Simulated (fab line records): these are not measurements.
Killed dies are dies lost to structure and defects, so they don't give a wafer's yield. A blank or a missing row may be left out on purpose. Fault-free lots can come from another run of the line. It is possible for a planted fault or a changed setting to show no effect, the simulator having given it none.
Matching of chambers | flow n5Finfet | rieDiel-03 running N5_BEOL_M14_ETCH_68: 4 sister chambers
The step etches SOC in N2/H2, time 450 s. 8 wafers are shown with their chamber, then 7 later ones without.

== WAFERS PAIRED WITH THEIR CHAMBERS ==
wafer  | chamber | drypumpMotorCurrentA (A) | showerheadPlenumPTorr (Torr)
L078.6 | 1       | 6.6                      | 2.47
L083.2 | 0       | 5.4                      | 2.49
L083.6 | 3       | 5.5                      | 2.48
L091.1 | 2       | 6.0                      | 2.59
L091.4 | 0       | 5.3                      | 2.49
L091.5 | 3       | 5.5                      | 2.47
L093.1 | 2       | 6.0                      | 2.59
L093.4 | 1       | 6.6                      | 2.46

== WAFERS WITH NO CHAMBER GIVEN ==
wafer  | drypumpMotorCurrentA (A) | showerheadPlenumPTorr (Torr)
L093.6 | 5.5                      | 2.47
L094.1 | 6.0                      | 2.59
L094.2 | 5.5                      | 2.46
L094.6 | 5.5                      | 2.46
L097.1 | 5.9                      | 2.58
L097.2 | 5.5                      | 2.46
L097.3 | 5.4                      | 2.48

== CHAMBER TAKEN BY EACH ==
wafer  | from the rows above     | in truth
L093.6 | 3                       | 3
L094.1 | 2                       | 2
L094.2 | 3                       | 3
L094.6 | 3                       | 3
L097.1 | 2                       | 2
L097.2 | 3                       | 3
L097.3 | can't be placed: 0 or 3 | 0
Correctly placed: 6 of 7. From these rows, 1 cannot be placed; in 1 the true chamber is one of the candidates. Placed wrongly: 0.
How it was worked out, from the rows above alone: a wafer's distance from a chamber is the root of the sum, over the readings, of the square of ((its reading less the chamber's mean) divided by the reading's scatter). If the next closest chamber is less than 2 further off than the closest, the wafer can't be placed; otherwise it belongs to the closest. The mean given for a chamber averages the wafers shown for that chamber. The scatter is the square root of a quotient: the sum, over the shown wafers, of each reading's squared deviation from its chamber's mean, divided by wafers minus chambers.
